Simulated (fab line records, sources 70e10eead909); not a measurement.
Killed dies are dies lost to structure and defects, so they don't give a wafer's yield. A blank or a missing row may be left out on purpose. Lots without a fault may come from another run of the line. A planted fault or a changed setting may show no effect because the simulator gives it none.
fab line records | flow nand_harc
record lots=24 wafers=72 last_day=33
route steps=1302 shown A_CONTACT@1056 A_BLC@1128
lots that met no fault: from a run of the same line without faults
start_h: hours from the record's first day to the start of the lot's first wafer shown | wait_h: hours since the lot's step before | " the same as in the row above | L1.1+2: a row that stands for several wafers | - no value, or no start given | * or withheld: withheld | < > ~ a bound
route shown NAME@n: a module of which the file shows steps, and the number in the route of the first | usual: mean/standard deviation of fault-free wafers | same: alike in all rows | chamber/n: place in a boat | sites: the reading at each site | _std_site: their standard deviation | _edge_site: outer sites' mean less inner sites' | radius_mm: how far each site lies from the wafer's centre | mask NAME#n: copy n | behind: the tool/chamber that last shaped the wafer | hold: why the lot was held/for how many hours/how that ended | device: the transistor (n, p or np) that didn't switch | end of line: the same wafers' tests at the end of the route | a step without rows: its recipe alone | killed: dies lost to structure and defects at the first sort, not the wafer's yield | map: a wafer's dies, x killed, . not, _ none there
set.NAME: the setting as run; set.NAME@STEP: as run at that earlier step | model.NAME: the simulator's own value behind a step, which no gauge read
steps of the route over a sample of lots; a table a step, a row a wafer
services: from which hour (start_h, from the record's first day; less than 0 if before it) a tool's chamber was out of use, for how many hours, and why
## steps
# step NHARC_A_CONTACT_ETCH_133
# recipe source_w=withheld pressure_mtorr=20 bias_v=400 time_s=374 target_depth_a=16100 ar_flow_sccm=withheld c4f8_flow_sccm=11.5 o2_flow_sccm=7.2 chemistry=C4F8/O2/Ar
# usual oes_air_line_au=1.000/0.018
# columns lot.wafer tool chamber start_h wait_h oes_air_line_au rf_hours_counter_h
L074.2 har_cap_etch-02 0 504.10 0.2 0.996 86
L074.6 " 1 " " 1.018 -
L074.5 " 0 " " 1.007 -
L076.2 har_cap_etch-01 1 520.41 0.1 0.985 1
L076.1 " 0 " " 1.004 1
L076.6 " 0 " " 1.013 -
L077.1 har_cap_etch-03 1 523.01 0.1 1.042 46
L077.2 " 0 " " 1.022 46
L077.5 " 1 " " 1.003 -
L078.2 har_cap_etch-02 1 539.41 0.1 0.972 94
L078.3 " 1 " " 0.996 -
L078.6 " 0 " " 0.949 -
L079.4 har_cap_etch-02 0 551.81 0.2 0.999 -
L079.3 " 1 " " 0.995 -
L079.5 " 0 " " 0.997 -
L081.2 har_cap_etch-02 1 575.64 0.2 0.960 99
L081.3 " 0 " " 0.984 -
L081.5 " 0 " " 0.986 -
L075.2 har_cap_etch-02 0 579.63 0.1 0.995 101
L075.1 " 1 " " 0.974 101
L075.3 " 1 " " 0.985 -
L080.1 har_cap_etch-01 1 584.41 0.2 1.012 13
L080.3 " 1 " " 0.982 -
L080.5 " 0 " " 1.032 -
L082.2 har_cap_etch-01 1 591.39 0.1 0.985 16
L082.1 " 0 " " 1.004 16
L082.4 " 0 " " 0.985 -
L083.2 har_cap_etch-01 0 598.11 0.1 0.967 18
L083.1 " 1 " " 0.992 18
L083.6 " 0 " " 1.001 -
L084.1 har_cap_etch-03 1 598.94 0.1 1.014 56
L084.2 " 0 " " 1.010 56
L084.6 " 0 " " 0.970 -
L085.1 har_cap_etch-03 0 620.31 0.2 0.975 59
L085.3 " 0 " " 0.978 -
L085.6 " 1 " " 1.005 -
L086.1 har_cap_etch-02 0 629.55 0.4 1.025 110
L086.3 " 1 " " 0.988 -
L086.5 " 0 " " 1.005 -
L087.1 har_cap_etch-01 0 644.57 0.1 0.995 26
L087.4 " 0 " " 1.025 -
L087.6 " 1 " " 0.980 -
L090.1 har_cap_etch-03 0 651.14 0.2 1.015 66
L090.3 " 1 " " 1.005 -
L090.6 " 0 " " 1.001 -
L089.1 har_cap_etch-01 0 651.48 0.2 1.015 28
L089.4 " 1 " " 0.992 -
L089.5 " 0 " " 1.011 -
L088.1 har_cap_etch-02 1 659.53 0.2 0.971 119
L088.6 " 0 " " 1.003 -
L088.5 " 1 " " 0.986 -
L092.2 har_cap_etch-03 1 663.97 0.1 1.011 70
L092.3 " 1 " " 1.018 -
L092.4 " 0 " " 0.986 -
L091.2 har_cap_etch-01 1 666.55 0.2 1.027 33
L091.4 " 0 " " 1.000 -
L091.6 " 0 " " 0.994 -
L093.3 har_cap_etch-03 1 688.74 0.3 0.970 -
L093.6 " 0 " " 0.982 -
L093.5 " 1 " " 0.967 -
L095.1 har_cap_etch-03 0 719.77 0.2 1.015 77
L095.5 " 1 " " 0.999 -
L095.6 " 0 " " 1.019 -
L096.1 har_cap_etch-01 0 723.04 0.1 0.979 40
L096.3 " 0 " " 0.985 -
L096.5 " 1 " " 0.994 -
L094.1 har_cap_etch-03 1 727.92 0.1 1.068 79
L094.4 " 1 " " 1.029 -
L094.5 " 0 " " 1.012 -
L097.1 har_cap_etch-01 1 731.32 0.1 0.981 41
L097.3 " 1 " " 0.971 -
L097.6 " 1 " " 1.000 -
# step NHARC_A_CONTACT_CD_MEAS_80
# usual cd_nm=289.3/0.83
# columns lot.wafer tool chamber start_h wait_h cd_nm
L074.2 cd_sem-01 - 505.04 - 289.1
L074.5 " - " " 289.7
L074.6 " - " " 289.4
L076.1 cd_sem-01 - 521.42 - 289.4
L076.2 " - " " 290.2
L076.6 " - " " 290.1
L077.1 cd_sem-02 - 524.75 - 289.3
L077.2 " - " " 288.6
L077.5 " - " " 289.4
L078.2 cd_sem-01 - 540.43 - 288.4
L078.3 " - " " 289.6
L078.6 " - " " 289.3
L079.3 cd_sem-03 - 552.68 - 290.2
L079.4 " - " " 290.4
L079.5 " - " " 290.6
L081.2 cd_sem-03 - 577.75 - 290.2
L081.3 " - " " 289.0
L081.5 " - " " 289.5
L075.1 cd_sem-01 - 580.67 - 289.0
L075.2 " - " " 288.7
L075.3 " - " " 290.0
L080.1 cd_sem-03 - 585.34 - 289.7
L080.3 " - " " 289.8
L080.5 " - " " 289.9
L082.1 cd_sem-01 - 592.41 - 288.8
L082.2 " - " " 289.6
L082.4 " - " " 288.6
L083.1 cd_sem-01 - 599.11 - 289.3
L083.2 " - " " 289.9
L083.6 " - " " 290.0
L084.1 cd_sem-03 - 599.95 - 286.8
L084.2 " - " " 286.6
L084.6 " - " " 287.3
L085.1 cd_sem-01 - 621.24 - 289.7
L085.3 " - " " 289.6
L085.6 " - " " 289.8
L086.1 cd_sem-01 - 630.97 - 287.5
L086.3 " - " " 288.7
L086.5 " - " " 288.0
L087.1 cd_sem-03 - 645.57 - 288.1
L087.4 " - " " 289.0
L087.6 " - " " 289.6
L090.1 cd_sem-03 - 652.07 - 288.8
L090.3 " - " " 288.2
L090.6 " - " " 289.1
L089.1 cd_sem-03 - 652.41 - 288.9
L089.4 " - " " 289.4
L089.5 " - " " 288.8
L088.1 cd_sem-03 - 660.70 - 288.9
L088.5 " - " " 289.0
L088.6 " - " " 288.9
L092.2 cd_sem-01 - 664.97 - 289.7
L092.3 " - " " 290.4
L092.4 " - " " 288.8
L091.2 cd_sem-03 - 667.70 - 289.9
L091.4 " - " " 289.7
L091.6 " - " " 289.7
L093.3 cd_sem-03 - 689.54 - 288.5
L093.5 " - " " 289.5
L093.6 " - " " 288.3
L095.1 cd_sem-02 - 720.73 - 289.3
L095.5 " - " " 290.3
L095.6 " - " " 289.8
L096.1 cd_sem-01 - 724.05 - 289.0
L096.3 " - " " 289.2
L096.5 " - " " 289.6
L094.1 cd_sem-03 - 728.91 - 289.7
L094.4 " - " " 290.2
L094.5 " - " " 290.9
L097.1 cd_sem-01 - 732.32 - 290.6
L097.3 " - " " 290.3
L097.6 " - " " 290.0
# step NHARC_A_CONTACT_DEP_85
# recipe target_thk_a=600 target_thk_nm=60 temp_c=400 pressure_torr=3.5 flow_sccm=200 rf_w=350 material=SiON
# usual heater_power_w=736/100
# columns lot.wafer tool chamber start_h wait_h heater_power_w
L074.2 pecvd-04 2 507.75 1.2 690
L074.5 " 2 " " 696
L074.6 " 1 " " 599
L076.2 pecvd-03 2 524.26 1.2 583
L076.1 " 1 " " 813
L076.6 " 0 " " 706
L077.1 pecvd-01 2 527.43 1.4 773
L077.2 " 1 " " 669
L077.5 " 1 " " 657
L078.2 pecvd-04 2 545.38 1.2 686
L078.3 " 1 " " 610
L078.6 " 2 " " 657
L079.3 pecvd-01 2 555.45 1.0 745
L079.5 " 0 " " 1004
L079.4 " 1 " " 703
L081.3 pecvd-04 1 584.02 0.9 652
L081.2 " 0 " " 779
L081.5 " 2 " " 638
L075.2 pecvd-04 0 587.76 1.2 842
L075.3 " 1 " " 578
L075.1 " 2 " " 627
L080.3 pecvd-01 1 590.13 0.9 666
L080.1 " 2 " " 747
L080.5 " 2 " " 753
L082.2 pecvd-01 0 599.34 1.2 968
L082.1 " 1 " " 716
L082.4 " 2 " " 768
L083.1 pecvd-03 0 602.92 1.5 793
L083.2 " 1 " " 856
L083.6 " 0 " " 778
L084.1 pecvd-03 0 603.34 1.4 698
L084.2 " 2 " " 679
L084.6 " 2 " " 690
L085.3 pecvd-04 1 624.38 0.9 540
L085.1 " 0 " " 724
L085.6 " 1 " " 549
L086.1 pecvd-03 1 634.51 1.5 751
L086.3 " 2 " " 617
L086.5 " 2 " " 635
L087.1 pecvd-04 2 649.11 1.5 671
L087.4 " 1 " " 628
L087.6 " 0 " " 730
L090.1 pecvd-01 0 654.79 1.5 911
L090.3 " 2 " " 677
L090.6 " 2 " " 691
L089.1 pecvd-04 0 655.85 1.4 748
L089.5 " 1 " " 586
L089.4 " 2 " " 770
L088.1 pecvd-01 1 666.50 1.5 697
L088.6 " 2 " " 661
L088.5 " 0 " " 872
L092.3 pecvd-03 1 668.22 0.9 843
L092.2 " 0 " " 766
L092.4 " 1 " " 873
L091.2 pecvd-03 1 671.97 1.3 756
L091.4 " 2 " " 696
L091.6 " 0 " " 753
L093.3 pecvd-01 0 692.26 0.9 914
L093.6 " 0 " " 873
L093.5 " 1 " " 611
L095.1 pecvd-03 2 725.05 1.5 694
L095.5 " 1 " " 843
L095.6 " 2 " " 693
L096.1 pecvd-03 0 727.72 1.5 769
L096.3 " 1 " " 822
L096.5 " 1 " " 798
L094.1 pecvd-04 0 731.65 1.5 680
L094.5 " 1 " " 561
L094.4 " 0 " " 692
L097.3 pecvd-01 1 735.54 0.9 696
L097.1 " 0 " " 1089
L097.6 " 2 " " 751
# step NHARC_A_CONTACT_ETCH_137
# recipe source_w=withheld pressure_mtorr=20 bias_v=1200 time_s=311 target_depth_a=19120 ar_flow_sccm=withheld c4f8_flow_sccm=withheld o2_flow_sccm=withheld chemistry=C4F8/O2/Ar
# usual oes_air_line_au=1.004/0.019
# columns lot.wafer tool chamber start_h wait_h oes_air_line_au rf_hours_counter_h
L074.2 har_cap_etch-02 0 510.39 0.2 1.017 87
L074.5 " 0 " " 1.009 -
L074.6 " 1 " " 1.014 -
L076.1 har_cap_etch-01 0 527.22 0.2 0.999 2
L076.2 " 1 " " 1.002 2
L076.6 " 1 " " 0.978 -
L077.1 har_cap_etch-03 0 530.08 0.2 1.008 47
L077.2 " 1 " " 1.000 47
L077.5 " 1 " " 0.983 -
L078.2 har_cap_etch-03 0 548.15 0.2 1.014 48
L078.3 " 1 " " 0.995 -
L078.6 " 1 " " 0.984 -
L079.4 har_cap_etch-01 0 558.26 0.2 1.021 -
L079.3 " 1 " " 1.037 -
L079.5 " 1 " " 1.019 -
L081.2 har_cap_etch-01 0 586.83 0.2 1.052 14
L081.3 " 1 " " 0.981 -
L081.5 " 1 " " 0.988 -
L075.1 har_cap_etch-03 0 591.12 0.2 1.004 54
L075.2 " 1 " " 1.032 54
L075.3 " 0 " " 0.989 -
L080.1 har_cap_etch-02 1 593.17 0.2 1.023 104
L080.3 " 0 " " 1.047 -
L080.5 " 1 " " 1.018 -
L082.2 har_cap_etch-02 0 602.10 0.2 1.004 106
L082.1 " 1 " " 0.984 106
L082.4 " 1 " " 0.987 -
L083.2 har_cap_etch-01 0 605.56 0.2 0.999 19
L083.1 " 1 " " 1.031 19
L083.6 " 1 " " 0.971 -
L084.1 har_cap_etch-03 0 606.11 0.2 0.985 57
L084.2 " 1 " " 1.022 57
L084.6 " 0 " " 1.012 -
L085.1 har_cap_etch-01 1 627.47 0.2 1.014 22
L085.3 " 1 " " 1.011 -
L085.6 " 0 " " 1.040 -
L086.1 har_cap_etch-01 0 637.34 0.2 0.997 24
L086.3 " 0 " " 0.993 -
L086.5 " 0 " " 1.003 -
L087.1 har_cap_etch-03 0 652.23 0.2 1.032 67
L087.4 " 1 " " 0.990 -
L087.6 " 0 " " 1.016 -
L090.1 har_cap_etch-03 0 657.56 0.2 1.008 68
L090.3 " 1 " " 0.980 -
L090.6 " 0 " " 0.971 -
L089.1 har_cap_etch-01 0 658.50 0.2 1.001 31
L089.4 " 0 " " 1.010 -
L089.5 " 1 " " 0.998 -
L088.1 har_cap_etch-02 0 669.32 0.2 0.989 120
L088.6 " 1 " " 1.024 -
L088.5 " 0 " " 0.995 -
L092.2 har_cap_etch-03 1 671.09 0.2 1.003 71
L092.3 " 0 " " 1.026 -
L092.4 " 1 " " 0.976 -
L091.2 har_cap_etch-01 0 674.61 0.2 1.018 34
L091.4 " 0 " " 1.005 -
L091.6 " 0 " " 1.045 -
L093.3 har_cap_etch-01 1 695.41 0.3 0.976 -
L093.6 " 1 " " 1.016 -
L093.5 " 0 " " 0.986 -
L095.1 har_cap_etch-02 1 727.81 0.2 1.006 128
L095.5 " 0 " " 1.009 -
L095.6 " 1 " " 0.996 -
L096.1 har_cap_etch-03 1 730.71 0.2 0.970 80
L096.3 " 0 " " 0.996 -
L096.5 " 1 " " 0.992 -
L094.1 har_cap_etch-02 0 734.37 0.2 1.006 129
L094.4 " 1 " " 0.991 -
L094.5 " 0 " " 1.003 -
L097.1 har_cap_etch-03 1 738.24 0.2 1.016 81
L097.3 " 0 " " 0.977 -
L097.6 " 0 " " 1.011 -
# step NHARC_A_BLC_DEGAS_30
# recipe temp_c=300 time_s=60
# usual heater_power_w=467/63
# columns lot.wafer tool chamber start_h wait_h heater_power_w
L074.2 pvd_sputter-01 - 516.61 - 538
L074.6 " - " " 626
L074.5 " - " " 518
L076.2 pvd_sputter-03 - 533.59 - 495
L076.1 " - " " 489
L076.6 " - " " 509
L077.2 pvd_sputter-03 - 536.09 - 489
L077.1 " - " " 392
L077.5 " - " " 487
L078.2 pvd_sputter-01 - 554.22 - 556
L078.3 " - " " 611
L078.6 " - " " 547
L079.3 pvd_sputter-01 - 564.79 - 543
L079.4 " - " " 634
L079.5 " - " " 509
L081.3 pvd_sputter-01 - 593.20 - 432
L081.2 " - " " 584
L081.5 " - " " 423
L075.2 pvd_sputter-03 - 597.21 - 478
L075.3 " - " " 498
L075.1 " - " " 379
L080.1 pvd_sputter-02 - 599.36 - 452
L080.3 " - " " 425
L080.5 " - " " 451
L082.2 pvd_sputter-01 - 608.19 - 502
L082.1 " - " " 415
L082.4 " - " " 584
L083.1 pvd_sputter-03 - 612.14 - 477
L083.2 " - " " 420
L083.6 " - " " 488
L084.2 pvd_sputter-01 - 612.25 - 560
L084.1 " - " " 584
L084.6 " - " " 555
L085.1 pvd_sputter-02 - 633.65 - 415
L085.3 " - " " 420
L085.6 " - " " 421
L086.3 pvd_sputter-03 - 643.31 - 427
L086.1 " - " " 481
L086.5 " - " " 384
L087.4 pvd_sputter-02 - 658.57 - 446
L087.1 " - " " 381
L087.6 " - " " 444
L090.3 pvd_sputter-01 - 663.85 - 536
L090.1 " - " " 581
L090.6 " - " " 496
L089.1 pvd_sputter-03 - 664.57 - 389
L089.4 " - " " 483
L089.5 " - " " 391
L088.1 pvd_sputter-03 - 675.28 - 473
L088.5 " - " " 423
L088.6 " - " " 397
L092.3 pvd_sputter-02 - 677.15 - 374
L092.4 " - " " 423
L092.2 " - " " 484
L091.2 pvd_sputter-02 - 680.59 - 481
L091.4 " - " " 445
L091.6 " - " " 480
L093.3 pvd_sputter-01 - 701.74 - 582
L093.5 " - " " 496
L093.6 " - " " 422
L095.1 pvd_sputter-01 - 734.29 - 551
L095.5 " - " " 584
L095.6 " - " " 502
L096.1 pvd_sputter-03 - 736.72 - 386
L096.3 " - " " 430
L096.5 " - " " 383
L094.1 pvd_sputter-03 - 740.83 - 424
L094.4 " - " " 500
L094.5 " - " " 389
L097.3 pvd_sputter-03 - 744.21 - 493
L097.1 " - " " 509
L097.6 " - " " 491
# step NHARC_A_BLC_CVD_24
# recipe target_thk_a=1500 temp_c=300 pressure_torr=40 wf6_flow_sccm=40 h2_flow_sccm=1600 ar_flow_sccm=1560 time_s=434 material=W
# usual heater_power_w=451/18 throttle_valve_pct=7.9/0.39
# columns lot.wafer tool chamber start_h wait_h heater_power_w throttle_valve_pct
L074.2 cvd_w-01 1 - - 476 7.6
L074.6 " 0 " " 434 8.7
L074.5 " 1 " " 480 7.4
L076.2 cvd_w-01 1 - - 488 7.6
L076.1 " 0 " " 425 8.4
L076.6 " 0 " " 428 8.4
L077.1 cvd_w-02 0 - - 441 8.1
L077.2 " 1 " " 452 7.5
L077.5 " 1 " " 445 7.8
L078.2 cvd_w-02 0 - - 434 8.0
L078.3 " 0 " " 438 8.1
L078.6 " 0 " " 439 7.7
L079.4 cvd_w-02 0 - - 444 7.7
L079.3 " 1 " " 449 7.8
L079.5 " 0 " " 440 8.1
L081.2 cvd_w-01 0 - - 428 8.5
L081.3 " 1 " " 461 7.2
L081.5 " 1 " " 464 7.3
L075.2 cvd_w-01 0 - - 436 8.3
L075.1 " 1 " " 468 7.4
L075.3 " 1 " " 462 7.3
L080.1 cvd_w-02 0 - - 438 7.8
L080.3 " 1 " " 451 7.8
L080.5 " 0 " " 434 8.1
L082.2 cvd_w-02 1 - - 433 7.7
L082.1 " 0 " " 435 8.0
L082.4 " 1 " " 461 8.0
L083.1 cvd_w-02 1 - - 445 7.7
L083.2 " 0 " " 437 8.1
L083.6 " 1 " " 451 7.7
L084.1 cvd_w-02 0 - - 446 8.0
L084.2 " 1 " " 467 7.8
L084.6 " 0 " " 440 7.8
L085.1 cvd_w-01 1 - - 468 7.0
L085.3 " 1 " " 461 7.4
L085.6 " 1 " " 472 7.4
L086.1 cvd_w-01 0 - - 436 8.6
L086.3 " 1 " " 474 7.5
L086.5 " 1 " " 461 7.3
L087.1 cvd_w-01 1 - - 473 7.4
L087.4 " 1 " " 460 7.5
L087.6 " 1 " " 464 7.3
L090.1 cvd_w-02 1 - - 468 7.9
L090.3 " 1 " " 469 7.5
L090.6 " 0 " " 432 8.0
L089.1 cvd_w-01 0 - - 425 8.6
L089.4 " 1 " " 456 7.3
L089.5 " 0 " " 442 8.3
L088.1 cvd_w-02 1 - - 483 8.0
L088.6 " 0 " " 427 8.0
L088.5 " 1 " " 481 8.0
L092.2 cvd_w-01 0 - - 441 8.5
L092.3 " 0 " " 436 8.7
L092.4 " 1 " " 462 7.3
L091.2 cvd_w-02 1 - - 475 7.7
L091.4 " 0 " " 443 8.1
L091.6 " 1 " " 465 7.9
L093.3 cvd_w-02 1 - - 471 8.0
L093.5 " 1 " " 482 7.6
L093.6 " 0 " " 445 8.0
L095.1 cvd_w-02 0 - - 437 8.5
L095.5 " 1 " " 481 7.9
L095.6 " 0 " " 441 8.0
L096.1 cvd_w-02 1 - - 462 7.8
L096.3 " 0 " " 436 8.2
L096.5 " 1 " " 460 7.9
L094.1 cvd_w-01 1 - - 470 7.5
L094.4 " 0 " " 434 8.5
L094.5 " 1 " " 479 7.7
L097.1 cvd_w-01 1 - - 470 7.4
L097.3 " 0 " " 428 8.4
L097.6 " 1 " " 479 7.6
## services
# columns tool chamber start_h hours kind
pecvd-01 - 492.80 13.0 pm
har_cap_etch-01 - 497.00 17.0 pm
har_cap_etch-02 - 498.05 0.2 repair
cvd_w-02 0 521.36 6.3 repair
pecvd-04 - 530.24 1.7 repair
har_cap_etch-01 - 533.08 1.5 repair
pecvd-03 - 547.20 13.0 pm
cvd_w-01 - 547.32 13.0 pm
har_cap_etch-03 - 571.77 11.1 repair
cvd_w-02 0 577.61 2.0 repair
pvd_sputter-01 - 582.01 10.0 pm
pvd_sputter-03 - 583.63 10.0 pm
pecvd-01 - 588.60 0.9 repair
pecvd-01 - 594.35 3.7 repair
har_cap_etch-03 - 603.79 0.5 repair
pecvd-03 2 622.86 7.9 repair
pecvd-01 0 626.42 19.4 repair
pecvd-04 - 631.31 13.0 pm
cvd_w-02 - 631.76 13.0 pm
pvd_sputter-03 - 636.15 1.3 repair
pecvd-01 - 648.96 0.8 repair
pvd_sputter-03 - 666.07 8.9 repair
cvd_w-01 - 728.32 13.0 pm
pvd_sputter-01 - 743.06 4.9 repair
## key
fault none
